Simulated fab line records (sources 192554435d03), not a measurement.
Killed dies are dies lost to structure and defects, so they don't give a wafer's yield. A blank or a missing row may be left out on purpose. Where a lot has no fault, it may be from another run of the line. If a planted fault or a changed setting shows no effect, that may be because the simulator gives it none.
Comparing a struck lot with a sound one    flow n5_finfet    36 steps out of a route of 1938
Sound: these wafers, L308.1, L308.2, L308.3. Struck: wafer L304.5 (left out: L304.6, a lot-mate that was not struck); the cause follows at the end.
At each step with rows: each side's tool, then ch and its chambers, then its first start. Under that, the readings that differ: sound wafers    struck wafers    difference of the means    sigmas: that difference in standard deviations of wafers without a fault.
alike: a reading whose means differ by less than 2 such deviations, as well as words and numbers matching on both sides. not compared: withheld readings; readings where some wafer has no value; bounds like >300 that might hide an equal value; numbers whose values overlap and for which the record gives no deviation.
The two part at a step that has a row with sigmas, a row that says differs or no value, or rows on one side only. Numbers that don't overlap but have no deviation are shown without sigmas and don't part them. Lack of a reading on every wafer of one side parts them only where that side has two or more wafers.

first, 9 steps without rows for these wafers: N5_PMOS_HMC_CHANNEL_EPI_EPI_26 (deposits Si from SiH4/H2, target thk 3.8 nm, time 22.7 s); N5_FIN_SAQP_PRECLEAN_42 (cleans in O3/DIW, time 60 s); N5_FIN_SAQP_PRECLEAN_00 (cleans in SC1, time 60 s); N5_FIN_SAQP_PRECLEAN_44 (cleans in SC2, time 45 s); N5_FIN_SAQP_SRD_01 (time 30 s); N5_FIN_SAQP_ALD_61 (deposits SiO2, target thk 4 nm, pulse time 1 s, purge time 2 s); N5_FIN_SAQP_DENSIFY_62 (time 60 s); N5_FIN_SAQP_HM_DEP_03 (deposits SiNx from SiH4/NH3/N2, target thk 38 nm, time 33.6 s); N5_FIN_SAQP_PECVD_47 (deposits a-Si from SiH4/He, target thk 45 nm, time 36.3 s).
N5_FIN_SAQP_PECVD_48: deposits SiNx from SiH4/NH3/N2, target thk 25 nm, time 22.1 s.
  sound on pecvd-01 ch 0,1,2, day 6 21:31; struck on pecvd-02 ch 2, day 5 21:35
reading                                      sound             struck  difference  sigmas
model.SiNx_of_FIN_SAQP_PECVD_48.thk_nm (nm)  24.34 24.63 24.7  37.27   +12.71      
  alike: heater_power_w, showerhead_plenum_p_Torr, susceptor_temp_C, throttle_valve_pct
then, 16 steps without rows for these wafers: N5_FIN_SAQP_PECVD_06 (deposits a-Si from SiH4/He, target thk 60 nm, time 48.1 s); N5_FIN_SAQP_HM_DEP_72 (deposits SiO2 from SiH4/N2O, target thk 12 nm, time 7.2 s); N5_FIN_SAQP_COAT_49 (time 60 s, resist thk 100 nm); N5_FIN_SAQP_COAT_50 (time 60 s, resist thk 35 nm); N5_FIN_SAQP_COAT_10 (resist thk 90 nm); N5_FIN_SAQP_EBR_12; N5_FIN_SAQP_SOFTBAKE_11 (time 60 s); N5_FIN_SAQP_EXPOSE_13 (exposes mask FIN CORE, target cd 35.6 nm); N5_FIN_SAQP_PEB_14 (peb time 60 s); N5_FIN_SAQP_DEVELOP_15 (develop time 30 s); N5_FIN_SAQP_DESCUM_21 (chemistry O2, time 7.9 s); N5_FIN_SAQP_ETCH_51 (etches SiARC in CF4, target depth 45.5 nm, time 75.8 s); N5_FIN_SAQP_ETCH_52 (etches SOC in N2/H2, target depth 100 nm, overetch 20 nm, time 150 s); N5_FIN_SAQP_STRIP_53 (strips in N2/H2); N5_FIN_SAQP_HM_OPEN_73 (chemistry CHF3/O2, target SiO2, stops on a-Si, target depth 12 nm, time 16.8 s); N5_FIN_SAQP_STRIP_74 (strips in CHF3/O2).
N5_FIN_SAQP_MANDREL_ETCH_22: etches a-Si in HBr/Cl2, stops on SiNx, target depth 60 nm, bt time 10 s, time 30 s.
  sound on rie_si-03 ch 0,2,3, day 6 22:26; struck on rie_si-01 ch 0, day 5 22:49
reading                                      sound              struck  difference  sigmas
model.SiNx_of_FIN_SAQP_PECVD_48.thk_nm (nm)  24.06 24.63 24.61  37.24   +12.81      
  alike: bias_w, drypump_motor_current_A, oes_product_au, throttle_valve_pct
  not compared: rf_hours_counter_h
then, 7 steps without rows for these wafers: N5_FIN_SAQP_STRIP_55 (strips in N2/H2); N5_FIN_SAQP_STRIP_23 (strips in SPM, time 750 s); N5_FIN_SAQP_SRD_66 (time 30 s); N5_FIN_SAQP_RECESS_75 (chemistry HF/NH3, target SiO2, target depth 14.4 nm, afs cycles 3, sublimation time 60 s); N5_FIN_SAQP_SPACER1_ALD_24 (deposits SiO2, target thk 20.3 nm, pulse time 1 s, purge time 2 s); N5_FIN_SAQP_SPACER1_ETCHBACK_25 (etches SiO2 in CHF3/O2, target depth 24.4 nm, time 12.2 s); N5_FIN_SAQP_MANDREL1_REMOVE_56 (chemistry HBr/Cl2/O2, target a-Si, stops on SiNx, bt time 10 s).
N5_FIN_SAQP_ETCH_57: etches SiNx in CH3F/O2, target depth 32.5 nm, time 46.4 s.
  sound on rie_diel-02 ch 0,1,3, day 7 00:17; struck on rie_diel-02 ch 1, day 6 00:35
reading                   sound              struck  difference  sigmas
etch_rf_on_time_s (s)     44.0 46.0 45.9     69.1    +23.8       +25
model.etch.depth_nm (nm)  24.06 24.63 24.61  37.24   +12.81      
  alike: O2_flow_sccm, bias_w, drypump_motor_current_A, oes_product_au, rf_vpp_V, showerhead_plenum_p_Torr, throttle_valve_pct
  not compared: rf_hours_counter_h
-- record jumps: 6 days separate the struck wafers' starts on either side; left off in module FIN_SAQP, taken up again in module BEOL_M4, whose first shown step is the route's number 1111 --
N5_BEOL_M4_RC_MEAS_101:
  sound on prober-01 ch 0, day 13 00:59; struck on prober-01 ch 0, day 11 13:28
reading         sound           struck  difference  sigmas
DIBL_P (mV/V)   39.8 36.7 38.9  34.2    -4.3        -2
IOFF_P (nA/um)  0.26 0.20 0.24  0.15    -0.08       -2
ION_P (uA/um)   471 459 460     443     -20         -3
SS_P (mV/dec)   74.2 73.8 73.7  72.2    -1.7        -3
VT_P (mV)       -246 -249 -250  -257    -9          -3
  alike: DIBL_N, IOFF_N, ION_N, SS_N, VT_N

## WHERE THEY PART
Last at N5_BEOL_M4_RC_MEAS_101 as far as this record goes, first at N5_FIN_SAQP_ETCH_57.

WHY: what had been put in by the simulator
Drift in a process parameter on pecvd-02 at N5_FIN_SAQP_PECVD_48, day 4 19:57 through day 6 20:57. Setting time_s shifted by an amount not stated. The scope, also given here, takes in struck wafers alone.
